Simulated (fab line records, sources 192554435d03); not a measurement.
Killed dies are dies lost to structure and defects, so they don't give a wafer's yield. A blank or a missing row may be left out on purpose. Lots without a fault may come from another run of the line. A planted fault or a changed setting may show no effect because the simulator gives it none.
Chamber matching | flow n5_finfet | N5_FIN_SAQP_ETCH_51 on rie_diel-02: 4 sister chambers
The step etches SiARC in CF4, target depth 45.5 nm, time 75.8 s. 8 wafers are shown with their chamber, then 7 later ones without.

WAFERS WITH THEIR CHAMBER
wafer  | chamber | drypump_motor_current_A (A) | showerhead_plenum_p_Torr (Torr)
L077.3 | 1       | 5.9                         | 2.23
L083.6 | 1       | 5.9                         | 2.22
L085.3 | 3       | 5.6                         | 2.13
L092.1 | 2       | 5.4                         | 2.13
L092.2 | 3       | 5.6                         | 2.13
L092.5 | 0       | 5.6                         | 2.14
L095.1 | 0       | 5.5                         | 2.13
L095.3 | 2       | 5.4                         | 2.13

WAFERS WITHOUT THEIR CHAMBER
wafer  | drypump_motor_current_A (A) | showerhead_plenum_p_Torr (Torr)
L095.6 | 5.6                         | 2.12
L096.1 | 5.4                         | 2.12
L096.2 | 5.8                         | 2.21
L096.3 | 5.5                         | 2.12
L096.4 | 5.6                         | 2.13
L096.5 | 5.9                         | 2.21
L096.6 | 5.4                         | 2.12

WHICH CHAMBER EACH WENT THROUGH
wafer  | from the rows above          | in truth
L095.6 | can't be placed: 3 or 0      | 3
L096.1 | 2                            | 2
L096.2 | 1                            | 1
L096.3 | can't be placed: 0 or 2 or 3 | 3
L096.4 | can't be placed: 3 or 0      | 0
L096.5 | 1                            | 1
L096.6 | 2                            | 2
Placed correctly: 4 of 7. Can't be placed from these rows: 3 (the true chamber is among the candidates in 3). Placed wrongly: 0.
How it was worked out, from the rows above alone: a wafer's distance from a chamber is the root of the sum, over the readings, of the square of ((its reading less the chamber's mean) divided by the reading's scatter). The wafer belongs to the nearest chamber; if the next one is less than 2 further off, it can't be placed. A chamber's mean is the mean of its shown wafers. The scatter: the root of (the sum of the squares of (reading less its chamber's mean) over the shown wafers, divided by (wafers less chambers)).
